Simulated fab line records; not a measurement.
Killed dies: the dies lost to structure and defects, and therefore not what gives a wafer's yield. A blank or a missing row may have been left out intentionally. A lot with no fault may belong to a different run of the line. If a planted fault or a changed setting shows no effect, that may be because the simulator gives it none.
Comparing a struck lot with a sound one | flow n5Finfet | 15 out of 1938 route steps
Sound: the wafers L797.3, L797.4, L797.5. Struck: wafers L801.3, L801.4, L801.6. The cause is given at the end.
At each step with rows: each side's tool, then ch and its chambers, then its first start. Under that, the readings that differ: sound wafers | struck wafers | difference of the means | sigmas: that difference in standard deviations of wafers without a fault.
alike: readings with means less than 2 such deviations apart, plus words and numbers identical on both sides. not compared: withheld readings, readings lacking a value on some wafer, bounds such as >300 that could conceal the same value, and numbers that have no deviation in the record and whose values overlap.
A row with sigmas, a row that says differs or no value, or rows on one side alone: a step with any of these is where the two part. When numbers do not overlap yet have no deviation, they are printed without sigmas and do not part them. A reading missing from all wafers of one side parts the sides only when that side holds two or more wafers.

N5_BEOL_M10_ETCH_61: etches SiARC in CF4, target depth 39 nm, time 65 s.
  sound on rieDiel-01 ch 1,2, day 14 19:52; struck on rieDiel-01 ch 0,3, day 15 09:25
  alike: chamberPressureMTorr, drypumpMotorCurrentA, etchRfOnTimeS, mfcArSccm, oesProductAu, rfFwdPowerW, rfVppV, showerheadPlenumPTorr, throttleValvePct
  not compared: rfHoursCounterH
N5_BEOL_M10_ETCH_62: etches SOC in N2/H2, target depth 110 nm, overetch 22 nm, time 165 s.
  sound on rieDiel-01 ch 1,2, day 14 19:55; struck on rieDiel-01 ch 0,3, day 15 09:28
  alike: chamberPressureMTorr, drypumpMotorCurrentA, oesProductAu, rfFwdPowerW, rfVppV, showerheadPlenumPTorr, throttleValvePct
  not compared: rfHoursCounterH
then, 1 step without rows for these wafers: N5_BEOL_M10_STRIP_68 (strips in N2/H2).
N5_BEOL_M10_STRIP_67: strips in CF4.
  sound on rieDiel-01 ch 1,2, day 14 20:04; struck on rieDiel-01 ch 0,3, day 15 09:37
  alike: chamberPressureMTorr, drypumpMotorCurrentA, oesProductAu, rfVppV, showerheadPlenumPTorr, throttleValvePct
  not compared: rfHoursCounterH
N5_BEOL_M10_HM_OPEN_17: chemistry Cl2/BCl3, target TiN, target depth 20 nm, overetch 6 nm.
  sound on rieMetal-02 ch 0,1, day 14 20:08; struck on rieMetal-03 ch 0,1, day 15 09:41
reading         | sound       | struck      | difference | sigmas
rfFwdPowerW (W) | 987 991 982 | 998 998 996 | +11        | +3
  alike: chamberPressureMTorr, drypumpMotorCurrentA, mfcArSccm, oesProductAu, throttleValvePct
  not compared: rfHoursCounterH
N5_BEOL_M10_STRIP_19: strips in O2.
  sound on rieDiel-03 ch 0,2,3, day 14 20:14; struck on rieDiel-03 ch 0,2, day 15 09:47
  alike: chamberPressureMTorr, drypumpMotorCurrentA, oesProductAu, rfVppV, showerheadPlenumPTorr, throttleValvePct
  not compared: rfHoursCounterH
N5_BEOL_M10_CD_MEAS_18: pitch 140 nm, target cd 70 nm.
  sound on cdSem-01, day 14 20:19; struck on cdSem-01, day 15 09:52
  alike: cdNm
then, 5 steps without rows for these wafers: N5_BEOL_M10_COAT_63 (time 60 s, resist thk 100 nm); N5_BEOL_M10_COAT_64 (time 60 s, resist thk 30 nm); N5_BEOL_M10_COAT_22 (resist thk 90 nm); N5_BEOL_M10_EBR_24; N5_BEOL_M10_SOFTBAKE_23 (time 60 s).
N5_BEOL_M10_EXPOSE_25: exposes mask V9.
  sound on arfiScanner-02 ch 0, day 14 21:23; struck on arfiScanner-01 ch 0, day 15 10:30
reading           | sound             | struck            | difference | sigmas
exposureDoseMJCm2 | 85.59 85.49 85.52 | 84.17 84.14 84.15 | -1.38      | -17
  alike: mask
then, 1 step without rows for these wafers: N5_BEOL_M10_PEB_26 (peb time 60 s).
N5_PASSIVATION_PROBE_49:
  the record holds rows for the sound wafers here (prober-01, day 16 22:29) but none for the struck ones

## WHERE THEY PART
At N5_BEOL_M10_HM_OPEN_17 first; at N5_PASSIVATION_PROBE_49 last (within this record only).

WHY: what had been put in by the simulator
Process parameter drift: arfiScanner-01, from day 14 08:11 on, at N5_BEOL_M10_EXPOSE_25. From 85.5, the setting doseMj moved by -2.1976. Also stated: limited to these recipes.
